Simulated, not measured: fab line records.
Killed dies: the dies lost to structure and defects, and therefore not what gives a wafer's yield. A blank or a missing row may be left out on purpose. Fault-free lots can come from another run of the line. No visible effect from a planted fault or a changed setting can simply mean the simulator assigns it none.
Split-lot trial | flow n5-finfet | 7 lots, 21 wafers read, on a route of 1938 steps

== ON THE SPLIT ==
At N5_WELL_APT_PEB_23 (peb time 90 s), the setting peb-time-s was moved away from the recipe's 90 s on 8 of the 21 wafers read, by -14.4% to +15.6%. The other wafers ran this setting at the recipe's value.

== FROM THE SPLIT TO THE READING: what the file shows between them, 2 steps ==
- N5_WELL_APT_DEVELOP_24: develop time 45 s
- N5_WELL_APT_HARDBAKE_29: time 120 s

== THE READING ==
cd-nm, in nm, at N5_WELL_APT_CD_MEAS_25 (target cd 200 nm). Typical for fault-free wafers on this fab line: 200.3 nm, with standard deviation 1.4 nm.

wafer  | tool, chamber at the split | peb-time-s as run, s | against the recipe | cd-nm, nm | against lot-mates on the recipe
L075.1 | litho-track-01, 0          | 90                   | recipe             | 198.6     | -
L075.4 | litho-track-01, 0          | 104                  | +15.6%             | 205.5     | +6.8
L075.5 | litho-track-01, 0          | 90                   | recipe             | 198.8     | -
L076.1 | litho-track-04, 0          | 90                   | recipe             | 200.3     | -
L076.4 | litho-track-04, 0          | 90                   | recipe             | 200.3     | -
L076.5 | litho-track-04, 0          | 78.53                | -12.7%             | 192.8     | -7.5
L084.1 | litho-track-02, 0          | 81.58                | -9.4%              | 196.2     | -4.1
L084.4 | litho-track-02, 0          | 90                   | recipe             | 199.4     | -
L084.5 | litho-track-02, 0          | 90                   | recipe             | 201.2     | -
L091.3 | litho-track-02, 0          | 90                   | recipe             | 198.6     | -
L091.4 | litho-track-02, 0          | 90                   | recipe             | 200.1     | -
L091.5 | litho-track-02, 0          | 90                   | recipe             | 198.3     | -
L094.1 | litho-track-04, 0          | 77.02                | -14.4%             | 193.3     | -9.5
L094.4 | litho-track-04, 0          | 90                   | recipe             | 202.8     | -
L094.6 | litho-track-04, 0          | 77.02                | -14.4%             | 193.5     | -9.3
L095.1 | litho-track-02, 0          | 83.28                | -7.5%              | 197.8     | -4.5
L095.2 | litho-track-02, 0          | 90                   | recipe             | 202.3     | -
L095.5 | litho-track-02, 0          | 83.28                | -7.5%              | 198.1     | -4.2
L097.1 | litho-track-04, 0          | 90                   | recipe             | 200.6     | -
L097.2 | litho-track-04, 0          | 90                   | recipe             | 199.1     | -
L097.3 | litho-track-04, 0          | 100.7                | +11.9%             | 204.7     | +4.8

FIT RESULTS
A straight line over all 21 wafers: cd-nm changes by +0.419 nm for each +1% of peb-time-s; r = +0.93; the points scatter about the line by 1.3 nm.
The same after taking each lot's own level away (the mean of its wafers on the recipe; 21 wafers): +0.535 nm for each +1%; r = +0.98; scatter 0.87 nm.
According to that fit, moving peb-time-s by its largest amount changes the reading by 8.3 nm.
The span of the lots' own levels, 198.70 to 202.80 nm, comes to 2.9 times the standard deviation stated above.
So the lot-to-lot level changes the slope: the two fits differ.
Check: with one of the wafers moved furthest among these (+15.6%) left out of the fit, the line predicts +8.57 nm for it against its lot-mates. It came out at +6.8 nm against them.

== THESE WAFERS: OTHER SPLITS ==
Note: prior to the reading, these wafers also went through further splits. Each is held against what the fit with the lots' levels taken away leaves over:
other split on the same wafers | wafers away from the commonest value | r with cd-nm (lot level and that fit taken away)
N5_ZERO_LAYER_PECVD_02 time-s  | 7                                    | +0.11
N5_ZERO_LAYER_COAT_05 spin-rpm | 2                                    | +0.43

== THE WHOLE CHAIN: every reading that the file lists as answering this split, in the file's order ==
step                   | what it does             | reading                                                         | change (the file's fit)               | r (the file's)
N5_WELL_APT_CD_MEAS_25 | target cd 200 nm         | cd-nm                                                           | +0.519 nm for each +1% of the setting | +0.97
N5_WELL_APT_DESCUM_30  | chemistry O2, time 7.9 s | WELL_APT.cd-nm (the simulator's own value, which no gauge read) | +0.514 nm for each +1% of the setting | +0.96

== FILE'S OWN FIT ==
cd-nm changes by +0.519 nm for each +1% of peb-time-s, r = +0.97.
